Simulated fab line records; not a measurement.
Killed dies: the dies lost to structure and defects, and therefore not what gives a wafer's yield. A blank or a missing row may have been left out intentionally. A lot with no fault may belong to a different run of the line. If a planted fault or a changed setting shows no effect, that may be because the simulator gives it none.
fab line records -- flow n5_finfet
[record] lots = 11, wafers = 33, last_day = 17
route steps=1938 shown BEOL_M11@1595 BEOL_M12@1614
lots untouched by any fault: they come from a run of this same line in which no faults occurred
start_h: the number of hours between the record's first day and the start of the first shown wafer of the lot -- wait_h: how many hours have passed since the lot's step before this one -- " same as the row above -- L1.1+2: a row that stands for several wafers -- - value missing, or start not given -- * or withheld: withheld -- < > ~ a bound
route shown NAME@n: a module of which the file shows steps, and the number in the route of the first -- usual: average and standard deviation across the fault-free wafers -- same: alike in all rows -- chamber/n: place in a boat -- sites: per-site readings -- _std_site: their standard deviation -- _edge_site: outer sites' mean less inner sites' -- radius_mm: for every site, how far away it sits from the centre of the wafer -- mask NAME#n: copy n -- behind: the tool/chamber that last shaped the wafer -- hold: reason for holding the lot/hours on hold/outcome of the hold -- device: the transistor (n, p or np) that didn't switch -- end of line: the route-end tests of the same wafers -- a step without rows: its recipe alone -- killed: count of dies lost to structure and defects at first sort (not the wafer's yield) -- map: shows each die of a wafer: x if killed, . if not, _ if none is there
set.NAME: the setting that was run; set.NAME@STEP: the one run at that earlier step -- model.NAME: the simulator's own value behind a step, which no gauge read
the route's steps for a sample of lots (tables are steps, rows are wafers)
services: when a tool's chamber went out of use (start_h, in hours from the record's first day, below 0 if earlier), for how many hours, and the reason
[[steps]]
[step N5_BEOL_M11_ANNEAL_51]
[recipe] temp_c = 225, time_s = 90, ambient = N2
[usual] wafer_temp_C_max = 225.90/0.23
lot.wafer,tool,chamber,start_h,wait_h,wafer_temp_C_max
L765.2,rtp_anneal-01,0,217.75,0.1,225.60
L765.3,rtp_anneal-01,0,217.75,0.1,225.68
L765.5,rtp_anneal-01,0,217.75,0.1,226.23
L766.1,rtp_anneal-01,0,235.54,0.3,225.60
L766.3,rtp_anneal-01,0,235.54,0.3,225.77
L766.5,rtp_anneal-01,0,235.54,0.3,225.81
L772.2,rtp_anneal-02,0,260.85,0.1,225.88
L772.4,rtp_anneal-02,0,260.85,0.1,225.65
L772.5,rtp_anneal-02,0,260.85,0.1,225.85
L771.2,rtp_anneal-02,0,267.84,0.1,225.94
L771.3,rtp_anneal-02,0,267.84,0.1,225.87
L771.4,rtp_anneal-02,0,267.84,0.1,225.74
L776.1,rtp_anneal-02,0,290.99,0.3,226.10
L776.4,rtp_anneal-02,0,290.99,0.3,225.98
L776.5,rtp_anneal-02,0,290.99,0.3,225.93
L779.1,rtp_anneal-02,0,314.19,0.1,226.10
L779.2,rtp_anneal-02,0,314.19,0.1,226.00
L779.4,rtp_anneal-02,0,314.19,0.1,226.04
L778.1,rtp_anneal-01,0,314.61,0.3,225.91
L778.3,rtp_anneal-01,0,314.61,0.3,225.94
L778.5,rtp_anneal-01,0,314.61,0.3,225.69
L780.2,rtp_anneal-02,0,325.88,0.1,226.04
L780.3,rtp_anneal-02,0,325.88,0.1,225.96
L780.5,rtp_anneal-02,0,325.88,0.1,225.78
L785.2,rtp_anneal-01,0,348.04,0.3,225.66
L785.3,rtp_anneal-01,0,348.04,0.3,226.06
L785.4,rtp_anneal-01,0,348.04,0.3,225.57
L786.1,rtp_anneal-02,0,358.33,0.4,225.45
L786.4,rtp_anneal-02,0,358.33,0.4,225.79
L786.5,rtp_anneal-02,0,358.33,0.4,225.92
L788.1,rtp_anneal-02,0,364.58,0.3,226.17
L788.3,rtp_anneal-02,0,364.58,0.3,226.08
L788.5,rtp_anneal-02,0,364.58,0.3,226.05
[step N5_BEOL_M12_INSPECT_12]
[recipe] mode = adi, inspect_instrument = macro
[usual] raw_defect_count = 1.9/1.4
lot.wafer,tool,chamber,start_h,wait_h,raw_defect_count
L765.2,defect_inspect-01,-,219.14,0.0,4
L765.3,defect_inspect-01,-,219.14,0.0,0
L765.5,defect_inspect-01,-,219.14,0.0,1
L766.1,defect_inspect-02,-,236.95,0.0,0
L766.3,defect_inspect-02,-,236.95,0.0,0
L766.5,defect_inspect-02,-,236.95,0.0,1
L772.2,defect_inspect-02,-,262.20,0.0,1
L772.4,defect_inspect-02,-,262.20,0.0,3
L772.5,defect_inspect-02,-,262.20,0.0,5
L771.2,defect_inspect-02,-,269.20,0.0,3
L771.3,defect_inspect-02,-,269.20,0.0,1
L771.4,defect_inspect-02,-,269.20,0.0,1
L776.1,defect_inspect-02,-,292.28,0.0,5
L776.4,defect_inspect-02,-,292.28,0.0,1
L776.5,defect_inspect-02,-,292.28,0.0,3
L779.1,defect_inspect-01,-,315.45,0.0,2
L779.2,defect_inspect-01,-,315.45,0.0,2
L779.4,defect_inspect-01,-,315.45,0.0,1
L778.1,defect_inspect-02,-,316.01,0.0,3
L778.3,defect_inspect-02,-,316.01,0.0,5
L778.5,defect_inspect-02,-,316.01,0.0,2
L780.2,defect_inspect-01,-,327.29,0.0,1
L780.3,defect_inspect-01,-,327.29,0.0,1
L780.5,defect_inspect-01,-,327.29,0.0,2
L785.2,defect_inspect-01,-,349.41,0.0,1
L785.3,defect_inspect-01,-,349.41,0.0,1
L785.4,defect_inspect-01,-,349.41,0.0,1
L786.1,defect_inspect-01,-,359.73,0.0,4
L786.4,defect_inspect-01,-,359.73,0.0,3
L786.5,defect_inspect-01,-,359.73,0.0,3
L788.1,defect_inspect-01,-,366.26,0.0,0
L788.3,defect_inspect-01,-,366.26,0.0,3
L788.5,defect_inspect-01,-,366.26,0.0,3
[step N5_BEOL_M12_VIA_ETCH_16]
[recipe] chemistry = C4F8/O2/Ar, target = SiOC, pressure_mtorr = 30, source_w = 3000, bias_w = 700, Ar_flow_sccm = 400, C4F8_flow_sccm = 15, O2_flow_sccm = 8, he_inner_torr = 15, he_outer_torr = 30, target_depth_a = 7248, time_s = withheld, ion_energy_ev = 250, ends = cleared
[usual] O2_flow_sccm = 7.998/0.024, drypump_motor_current_A = 5.6/0.51, oes_product_au = 0.72/0.076, rf_vpp_V = 666/3.2, showerhead_plenum_p_Torr = 3.43/0.12, throttle_valve_pct = 24.21/0.24
lot.wafer,tool,chamber,start_h,wait_h,O2_flow_sccm,drypump_motor_current_A,oes_product_au,rf_vpp_V,showerhead_plenum_p_Torr,throttle_valve_pct
L765.2,rie_diel-03,3,219.31,0.1,8.009,5.8,0.84,666,3.47,24.18
L765.3,rie_diel-03,3,219.31,0.1,7.978,5.8,0.82,667,3.47,24.18
L765.5,rie_diel-03,3,219.31,0.1,8.033,5.8,0.83,666,3.47,24.17
L766.1,rie_diel-03,1,237.07,0.0,8.014,4.8,0.70,663,3.32,23.93
L766.3,rie_diel-03,3,237.07,0.0,7.973,5.8,0.82,666,3.47,24.20
L766.5,rie_diel-03,2,237.07,0.0,7.992,5.7,0.63,660,3.26,24.44
L772.2,rie_diel-01,3,262.32,0.0,7.986,6.5,0.75,670,3.58,23.89
L772.4,rie_diel-01,0,262.32,0.0,8.038,5.6,0.64,663,3.35,24.34
L772.5,rie_diel-01,1,262.32,0.0,8.015,5.8,0.80,664,3.34,24.07
L771.2,rie_diel-01,0,269.46,0.0,7.961,5.6,0.63,664,3.35,24.32
L771.3,rie_diel-01,3,269.46,0.0,8.008,6.5,0.75,671,3.58,23.89
L771.4,rie_diel-01,2,269.46,0.0,8.008,5.1,0.69,670,3.57,24.62
L776.1,rie_diel-03,3,292.42,0.0,8.023,5.8,0.78,666,3.46,24.21
L776.4,rie_diel-03,1,292.42,0.0,7.984,4.8,0.68,662,3.31,23.97
L776.5,rie_diel-03,2,292.42,0.0,8.006,5.8,0.61,660,3.25,24.46
L779.1,rie_diel-03,0,315.62,0.1,7.978,6.2,0.85,667,3.48,24.11
L779.2,rie_diel-03,3,315.62,0.1,7.994,5.8,0.78,666,3.45,24.26
L779.4,rie_diel-03,3,315.62,0.1,7.998,5.8,0.78,668,3.45,24.23
L778.1,rie_diel-01,3,316.13,0.0,8.026,6.5,0.72,670,3.57,23.92
L778.3,rie_diel-01,2,316.13,0.0,8.029,5.2,0.68,669,3.56,24.63
L778.5,rie_diel-01,2,316.13,0.0,8.033,5.2,0.68,669,3.56,24.65
L780.2,rie_diel-01,1,327.41,0.0,7.978,5.7,0.77,663,3.33,24.09
L780.3,rie_diel-01,2,327.41,0.0,7.995,5.1,0.67,669,3.56,24.64
L780.5,rie_diel-01,2,327.41,0.0,8.045,5.2,0.67,668,3.56,24.64
L785.2,rie_diel-01,2,349.87,0.0,7.966,5.1,0.66,668,3.55,24.66
L785.3,rie_diel-01,0,349.87,0.0,7.995,5.6,0.87,664,3.34,24.07
L785.4,rie_diel-01,1,349.87,0.0,7.987,5.7,0.76,663,3.33,24.08
L786.1,rie_diel-01,0,360.03,0.0,8.010,5.6,0.85,664,3.34,24.07
L786.4,rie_diel-01,2,360.03,0.0,7.974,5.1,0.66,669,3.55,24.66
L786.5,rie_diel-01,2,360.03,0.0,8.009,5.1,0.66,668,3.55,24.67
L788.1,rie_diel-01,1,366.38,0.0,7.991,5.8,0.76,662,3.32,24.11
L788.3,rie_diel-01,0,366.38,0.0,7.991,5.7,0.85,663,3.33,24.10
L788.5,rie_diel-01,0,366.38,0.0,8.003,5.7,0.86,662,3.33,24.10
[step N5_BEOL_M12_COAT_66]
[recipe] resist = SiARC, temp_c = 220, time_s = 60, spin_rpm = 1500, resist_thk_nm = 110
[usual] spin_speed_rpm = 1499.9/0.92
lot.wafer,tool,chamber,start_h,wait_h,spin_speed_rpm
L765.2,litho_track-03,0,219.85,-,1499.4
L765.3,litho_track-03,0,219.85,-,1500.2
L765.5,litho_track-03,0,219.85,-,1499.1
L766.1,litho_track-03,0,237.51,-,1501.0
L766.3,litho_track-03,0,237.51,-,1499.4
L766.5,litho_track-03,0,237.51,-,1499.9
L772.2,litho_track-01,0,262.98,-,1499.7
L772.4,litho_track-01,0,262.98,-,1498.9
L772.5,litho_track-01,0,262.98,-,1499.4
L771.2,litho_track-01,0,270.11,-,1499.7
L771.3,litho_track-01,0,270.11,-,1499.6
L771.4,litho_track-01,0,270.11,-,1500.8
L776.1,litho_track-03,0,292.86,-,1448.7
L776.4,litho_track-03,0,292.86,-,1449.6
L776.5,litho_track-03,0,292.86,-,1448.8
L779.1,litho_track-02,0,316.16,-,1501.4
L779.2,litho_track-02,0,316.16,-,1499.7
L779.4,litho_track-02,0,316.16,-,1500.3
L778.1,litho_track-03,0,316.57,-,1449.8
L778.3,litho_track-03,0,316.57,-,1448.1
L778.5,litho_track-03,0,316.57,-,1447.7
L780.2,litho_track-02,0,327.94,-,1500.2
L780.3,litho_track-02,0,327.94,-,1501.4
L780.5,litho_track-02,0,327.94,-,1499.5
L785.2,litho_track-02,0,350.32,-,1499.5
L785.3,litho_track-02,0,350.32,-,1501.0
L785.4,litho_track-02,0,350.32,-,1501.1
L786.1,litho_track-01,0,360.47,-,1497.9
L786.4,litho_track-01,0,360.47,-,1498.6
L786.5,litho_track-01,0,360.47,-,1499.3
L788.1,litho_track-01,0,366.83,-,1499.0
L788.3,litho_track-01,0,366.83,-,1500.4
L788.5,litho_track-01,0,366.83,-,1499.3
[[services]]
tool,chamber,start_h,hours,kind
rie_diel-03,1,213.27,14.2,repair
rie_diel-03,0,218.88,6.2,repair
litho_track-03,-,220.75,-,consumable_replace:filter
litho_track-02,-,227.30,-,consumable_replace:filter
rie_diel-03,0,272.04,-,clean
rie_diel-03,0,272.04,-,consumable_replace:focus_ring
rie_diel-03,0,272.04,22.2,scheduled_down
rie_diel-03,0,272.04,22.2,vent_cycle
rtp_anneal-01,-,287.31,2.7,pm
rie_diel-03,2,294.28,-,clean
rie_diel-03,2,294.28,-,consumable_replace:focus_ring
rie_diel-03,2,294.28,-,consumable_replace:showerhead
rie_diel-03,2,294.28,25.3,scheduled_down
rie_diel-03,2,294.28,25.3,vent_cycle
rie_diel-01,0,299.89,-,clean
rie_diel-01,0,299.89,-,consumable_replace:focus_ring
rie_diel-01,0,299.89,15.7,scheduled_down
rie_diel-01,0,299.89,15.7,vent_cycle
rtp_anneal-02,-,306.38,4.2,pm
rie_diel-01,-,354.60,0.3,repair
[[key]]
[first_sign] step = N5_BEOL_M12_COAT_66, reading = spin_speed_rpm, direction = down, sigmas = 55, usual = *, struck = *
effect none on later readings
met_at N5_BEOL_M12_COAT_66
struck_lots L776,L778
not_acting_at N5_BEOL_M11_ANNEAL_51,N5_BEOL_M12_INSPECT_12,N5_BEOL_M12_VIA_ETCH_16
onset_between 237.51 292.86
[fault] kind = process_parameter_drift, tool = litho_track-03, chamber = -, onset_h = 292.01, steps = N5_BEOL_M12_COAT_66, channel = spin_rpm, offset = *, shape = step, end_h = 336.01, acts_in = *, stated = *
